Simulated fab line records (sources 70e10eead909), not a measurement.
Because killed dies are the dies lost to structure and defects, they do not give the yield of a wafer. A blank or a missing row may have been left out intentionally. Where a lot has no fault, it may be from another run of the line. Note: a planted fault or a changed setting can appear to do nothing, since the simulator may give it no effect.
Which of the tools did it? | flow nandHarc | 24 lots, 72 wafers sampled, at 4 steps of a route of 1159

WHAT EACH GAUGE READ, for each wafer
NHARC_A_CONTACT_CD_MEAS_53. Usual: cdNm 189.5 nm, standard deviation 0.73.
lot  | measured     | on       | cdNm (nm)         | flag
L074 | day 16 07:09 | cdSem-02 | 189.0 189.7 189.1 | 
L077 | day 16 16:11 | cdSem-02 | 189.8 189.5 189.6 | 
L076 | day 16 16:14 | cdSem-02 | 189.9 189.9 190.0 | 
L078 | day 16 23:10 | cdSem-01 | 188.1 187.9 188.7 | 
L075 | day 16 22:46 | cdSem-01 | 189.1 189.5 189.3 | 
L079 | day 17 07:43 | cdSem-02 | 190.7 190.5 190.5 | 
L080 | day 17 10:25 | cdSem-02 | 189.9 189.2 189.5 | 
L081 | day 18 00:13 | cdSem-02 | 188.8 189.1 188.8 | 
L082 | day 18 09:41 | cdSem-03 | 190.3 189.3 189.6 | 
L084 | day 18 17:35 | cdSem-03 | 187.7 188.3 187.6 | 
L083 | day 18 14:48 | cdSem-03 | 189.7 189.9 190.1 | 
L086 | day 19 12:52 | cdSem-01 | 188.8 188.7 188.7 | 
L087 | day 19 14:41 | cdSem-02 | 190.1 190.3 191.1 | 
L089 | day 19 22:22 | cdSem-03 | 189.5 189.6 188.9 | 
L085 | day 19 22:20 | cdSem-01 | 190.0 189.7 189.8 | 
L088 | day 20 04:35 | cdSem-01 | 190.5 190.1 190.1 | 
L090 | day 20 05:41 | cdSem-02 | 190.2 189.4 189.6 | 
L091 | day 20 14:10 | cdSem-02 | 190.7 189.8 190.2 | 
L092 | day 20 10:37 | cdSem-03 | 188.7 189.0 188.8 | 
L093 | day 20 22:35 | cdSem-01 | 188.7 189.5 188.5 | 
L095 | day 21 19:47 | cdSem-02 | 189.3 189.7 189.6 | 
L094 | day 22 00:02 | cdSem-01 | 188.7 188.7 188.6 | 
L097 | day 22 05:08 | cdSem-02 | 190.8 190.6 190.0 | 
L096 | day 22 13:08 | cdSem-02 | 189.9 189.9 190.1 | 

EACH LOT AND THE TOOL THAT RAN IT (in order: tool; ch and the chambers of the sampled wafers; start)
lot  | NHARC_A_SGD_CUT_STRIP_28                     | NHARC_A_WL_FILL_ETCHBACK_05      | NHARC_A_CONTACT_DEP_24
L074 | rieDiel-06 ch 0,1,3, day 15 02:02 or earlier | rieMetal-03 ch 0,1, day 15 02:02 | pecvd-03 ch 1,2, day 16 00:04
L077 | rieDiel-12 ch 0,1,2, day 15 13:44 or earlier | rieMetal-01 ch 0,1, day 15 13:44 | pecvd-03 ch 1,2, day 16 08:12
L076 | rieDiel-09 ch 0,1,3, day 15 10:54 or earlier | rieMetal-02 ch 0,1, day 15 10:54 | pecvd-02 ch 1,2, day 16 08:16
L078 | rieDiel-12 ch 0,1,2, day 15 14:50 or earlier | rieMetal-03 ch 0,1, day 15 14:50 | pecvd-04 ch 1,2, day 16 13:03
L075 | rieDiel-06 ch 0,2,3, day 15 16:34 or earlier | rieMetal-02 ch 0,1, day 15 16:34 | pecvd-03 ch 0,1,2, day 16 12:38
L079 | rieDiel-09 ch 0,2,3, day 15 23:38 or earlier | rieMetal-01 ch 0,1, day 15 23:38 | pecvd-03 ch 0,2, day 16 23:58
L080 | rieDiel-06 ch 0,2,3, day 16 02:08 or earlier | rieMetal-01 ch 0,1, day 16 02:08 | pecvd-03 ch 0,1,2, day 17 03:14
L081 | rieDiel-12 ch 1,3, day 16 20:07 or earlier   | rieMetal-03 ch 0,1, day 16 20:07 | pecvd-03 ch 0,1,2, day 17 17:13
L082 | rieDiel-06 ch 0,2, day 16 17:37 or earlier   | rieMetal-02 ch 0,1, day 16 17:37 | pecvd-03 ch 0,1,2, day 17 20:23
L084 | rieDiel-12 ch 2,3, day 17 09:23 or earlier   | rieMetal-01 ch 0,1, day 17 09:23 | pecvd-02 ch 1,2, day 18 08:56
L083 | rieDiel-06 ch 1,2, day 17 06:37 or earlier   | rieMetal-03 ch 0,1, day 17 06:37 | pecvd-03 ch 1,2, day 18 04:37
L086 | rieDiel-12 ch 1,2,3, day 18 06:56 or earlier | rieMetal-03 ch 0,1, day 18 06:56 | pecvd-04 ch 0,1,2, day 19 05:46
L087 | rieDiel-06 ch 0,2,3, day 18 09:49 or earlier | rieMetal-01 ch 1, day 18 09:49   | pecvd-02 ch 0,1,2, day 19 07:52
L089 | rieDiel-06 ch 0,2, day 18 18:14 or earlier   | rieMetal-03 ch 0, day 18 18:14   | pecvd-02 ch 1,2, day 19 15:16
L085 | rieDiel-09 ch 0,2,3, day 17 18:19            | rieMetal-03 ch 0,1, day 18 15:23 | pecvd-03 ch 0,1,2, day 19 15:08
L088 | rieDiel-12 ch 0,1,3, day 18 15:31 or earlier | rieMetal-02 ch 0,1, day 18 15:31 | pecvd-03 ch 0,1,2, day 19 21:18
L090 | rieDiel-12 ch 0,2,3, day 19 02:49 or earlier | rieMetal-01 ch 0,1, day 19 02:49 | pecvd-04 ch 0,1, day 19 22:20
L091 | rieDiel-09 ch 1,2,3, day 18 23:58 or earlier | rieMetal-03 ch 1, day 18 23:58   | pecvd-02 ch 0,2, day 20 02:40
L092 | rieDiel-06 ch 1,2, day 19 00:08 or earlier   | rieMetal-01 ch 0,1, day 19 00:08 | pecvd-04 ch 1,2, day 20 01:37
L093 | rieDiel-09 ch 0,1,2, day 19 17:31 or earlier | rieMetal-03 ch 0,1, day 19 17:31 | pecvd-04 ch 0,1, day 20 15:11
L095 | rieDiel-12 ch 0,1,3, day 20 04:24 or earlier | rieMetal-02 ch 0,1, day 20 04:24 | pecvd-04 ch 0,1, day 21 12:48
L094 | rieDiel-06 ch 2,3, day 20 04:55 or earlier   | rieMetal-01 ch 0,1, day 20 04:55 | pecvd-03 ch 0,1,2, day 21 17:13
L097 | rieDiel-12 ch 0,2,3, day 20 17:06 or earlier | rieMetal-03 ch 0,1, day 20 17:06 | pecvd-04 ch 0,1, day 21 22:10
L096 | rieDiel-09 ch 0,3, day 20 01:56              | rieMetal-01 ch 0,1, day 21 01:12 | pecvd-02 ch 0,2, day 22 03:44
- NHARC_A_SGD_CUT_STRIP_28: strips in O2, time 20 s.
- NHARC_A_WL_FILL_ETCHBACK_05: etches the open film in Cl2/BCl3, target depth 22 nm, time 60 s.
- NHARC_A_CONTACT_DEP_24: deposits SiO2, target thk 500 nm.

AS READ BY THE TOOLS THEMSELVES (means over the sampled wafers that have a number; for cases with no such wafer, the mark the record gives instead)
NHARC_A_SGD_CUT_STRIP_28. Usual: chamberPressureMTorr 60.01 mTorr, standard deviation 0.054; drypumpMotorCurrentA 5.8 A, standard deviation 0.5; oesProductAu 0.998 a.u., standard deviation 0.007; rfVppV 57.7 V, standard deviation 0.82; showerheadPlenumPTorr 3.51 Torr, standard deviation 0.12; throttleValvePct 17.037 %, standard deviation 0.0096.
lot  | tool       | chamberPressureMTorr (mTorr) | drypumpMotorCurrentA (A) | oesProductAu (a.u.) | rfVppV (V) | showerheadPlenumPTorr (Torr) | throttleValvePct (%) | flag
L074 | rieDiel-06 | 60.01                        | 5.9                      | 0.999               | 58.2       | 3.46                         | 17.041               | 
L077 | rieDiel-12 | 60.03                        | 5.9                      | 0.992               | 57.5       | 3.46                         | 17.034               | 
L076 | rieDiel-09 | 59.99                        | 5.2                      | 0.993               | 57.6       | 3.61                         | 17.041               | 
L078 | rieDiel-12 | 60.06                        | 5.9                      | 1.000               | 57.7       | 3.46                         | 17.038               | 
L075 | rieDiel-06 | 59.99                        | 5.6                      | 0.991               | 57.8       | 3.46                         | 17.034               | 
L079 | rieDiel-09 | 59.95                        | 5.7                      | 0.998               | 57.6       | 3.55                         | 17.036               | 
L080 | rieDiel-06 | 60.02                        | 5.6                      | 1.002               | 57.7       | 3.46                         | 17.037               | 
L081 | rieDiel-12 | 59.99                        | 5.7                      | 1.000               | 57.0       | 3.47                         | 17.035               | 
L082 | rieDiel-06 | 59.97                        | 5.3                      | 0.999               | 57.2       | 3.50                         | 17.037               | 
L084 | rieDiel-12 | 60.06                        | 6.4                      | 1.004               | 57.5       | 3.65                         | 17.039               | 
L083 | rieDiel-06 | 60.03                        | 5.7                      | 0.996               | 58.4       | 3.52                         | 17.040               | 
L086 | rieDiel-12 | 60.06                        | 6.1                      | 0.995               | 57.7       | 3.56                         | 17.046               | 
L087 | rieDiel-06 | 60.05                        | 5.6                      | 0.993               | 57.3       | 3.46                         | 17.035               | 
L089 | rieDiel-06 | 59.99                        | 5.3                      | 0.997               | 57.4       | 3.50                         | 17.036               | 
L085 | rieDiel-09 | 59.97                        | 5.7                      | 1.003               | 57.9       | 3.55                         | 17.038               | 
L088 | rieDiel-12 | 60.01                        | 5.9                      | 0.994               | 57.6       | 3.43                         | 17.040               | 
L090 | rieDiel-12 | 59.99                        | 6.2                      | 0.998               | 57.7       | 3.53                         | 17.029               | 
L091 | rieDiel-09 | 60.00                        | 5.7                      | 1.005               | 58.0       | 3.50                         | 17.035               | 
L092 | rieDiel-06 | 60.04                        | 5.4                      | 0.999               | 58.4       | 3.52                         | 17.036               | 
L093 | rieDiel-09 | 60.06                        | 5.6                      | 0.996               | 57.5       | 3.55                         | 17.030               | 
L095 | rieDiel-12 | 59.98                        | 5.9                      | 1.000               | 57.7       | 3.43                         | 17.033               | 
L094 | rieDiel-06 | 59.92                        | 5.7                      | 0.998               | 56.4       | 3.44                         | 17.038               | 
L097 | rieDiel-12 | 59.96                        | 6.2                      | 1.003               | 57.6       | 3.52                         | 17.041               | 
L096 | rieDiel-09 | 60.01                        | 5.2                      | 0.998               | 57.4       | 3.65                         | 17.029               | 

NHARC_A_WL_FILL_ETCHBACK_05. Usual: chamberPressureMTorr 10.000 mTorr, standard deviation 0.0094; drypumpMotorCurrentA 5.8 A, standard deviation 0.56; oesProductAu 1.003 a.u., standard deviation 0.0074.
lot  | tool        | chamberPressureMTorr (mTorr) | drypumpMotorCurrentA (A) | oesProductAu (a.u.) | flag
L074 | rieMetal-03 | 9.997                        | 6.1                      | 0.997               | 
L077 | rieMetal-01 | 9.999                        | 6.1                      | 1.003               | 
L076 | rieMetal-02 | 10.003                       | 5.3                      | 1.011               | 
L078 | rieMetal-03 | 9.997                        | 5.7                      | 1.007               | 
L075 | rieMetal-02 | 10.000                       | 5.5                      | 1.002               | 
L079 | rieMetal-01 | 9.994                        | 6.1                      | 1.001               | 
L080 | rieMetal-01 | 9.987                        | 6.1                      | 1.000               | 
L081 | rieMetal-03 | 10.006                       | 6.1                      | 0.997               | 
L082 | rieMetal-02 | 10.005                       | 5.3                      | 0.999               | 
L084 | rieMetal-01 | 10.004                       | 5.8                      | 1.007               | 
L083 | rieMetal-03 | 9.998                        | 5.7                      | 1.005               | 
L086 | rieMetal-03 | 9.994                        | 6.2                      | 1.010               | 
L087 | rieMetal-01 | 10.004                       | 5.5                      | 1.004               | 
L089 | rieMetal-03 | 10.000                       | 6.6                      | 0.996               | 
L085 | rieMetal-03 | 10.007                       | 6.1                      | 1.003               | 
L088 | rieMetal-02 | 9.996                        | 5.5                      | 0.996               | 
L090 | rieMetal-01 | 10.008                       | 6.1                      | 1.005               | 
L091 | rieMetal-03 | 9.993                        | 5.4                      | 1.006               | 
L092 | rieMetal-01 | 10.005                       | 6.1                      | 1.010               | 
L093 | rieMetal-03 | 10.003                       | 6.1                      | 1.016               | 
L095 | rieMetal-02 | 10.003                       | 5.3                      | 0.997               | 
L094 | rieMetal-01 | 10.001                       | 5.8                      | 1.006               | 
L097 | rieMetal-03 | 10.005                       | 5.8                      | 0.999               | 
L096 | rieMetal-01 | 9.994                        | 5.8                      | 1.005               | 

NHARC_A_CONTACT_DEP_24. Usual: heaterPowerW 548 W, standard deviation 130; mfcPrecursorSccm 161.4 sccm, standard deviation 0.44; throttleValvePct 16.2 %, standard deviation 0.43.
lot  | tool     | heaterPowerW (W) | mfcPrecursorSccm (sccm) | throttleValvePct (%) | flag
L074 | pecvd-03 | 404              | 161.6                   | 16.1                 | 
L077 | pecvd-03 | 435              | 161.1                   | 16.0                 | 
L076 | pecvd-02 | 747              | 161.6                   | 16.2                 | 
L078 | pecvd-04 | 588              | 161.8                   | 16.9                 | 
L075 | pecvd-03 | 507              | 161.8                   | 16.1                 | 
L079 | pecvd-03 | 462              | 161.4                   | 16.1                 | 
L080 | pecvd-03 | 481              | 160.9                   | 16.2                 | 
L081 | pecvd-03 | 502              | 161.2                   | 16.2                 | 
L082 | pecvd-03 | 498              | 160.8                   | 16.3                 | 
L084 | pecvd-02 | 580              | 161.2                   | 16.1                 | 
L083 | pecvd-03 | 454              | 162.1                   | 16.1                 | 
L086 | pecvd-04 | 494              | 161.6                   | 16.3                 | 
L087 | pecvd-02 | 654              | 161.4                   | 16.1                 | 
L089 | pecvd-02 | 635              | 161.3                   | 16.3                 | 
L085 | pecvd-03 | 483              | 161.8                   | 16.3                 | 
L088 | pecvd-03 | 438              | 161.3                   | 16.3                 | 
L090 | pecvd-04 | 564              | 161.8                   | 15.7                 | 
L091 | pecvd-02 | 605              | 161.4                   | 16.2                 | 
L092 | pecvd-04 | 497              | 160.8                   | 16.7                 | 
L093 | pecvd-04 | 565              | 161.6                   | 15.6                 | 
L095 | pecvd-04 | 610              | 161.6                   | 16.1                 | 
L094 | pecvd-03 | 509              | 161.8                   | 15.7                 | 
L097 | pecvd-04 | 691              | 161.5                   | 16.1                 | 
L096 | pecvd-02 | 785              | 161.4                   | 16.3                 | 

THE ANSWER, worked out from the rows above alone
Rule: take the mean of a lot's wafers that have a number; if it is more than 3 standard deviations from the usual mean, the lot is off. Also off: a lot with no number at a reading for which 4 or more lots have one. Any other lot the step has rows for is counted as sound. First the gauges in route order, then the tools' own readings, where a lot's mean is used as printed above. At the first step where some lot is off, the reading lying furthest off is the one used; lots without a number count as furthest.
No lot is off on any of the readings shown, so nothing can be concluded from this.

WHAT THE SIMULATOR HAD INSERTED
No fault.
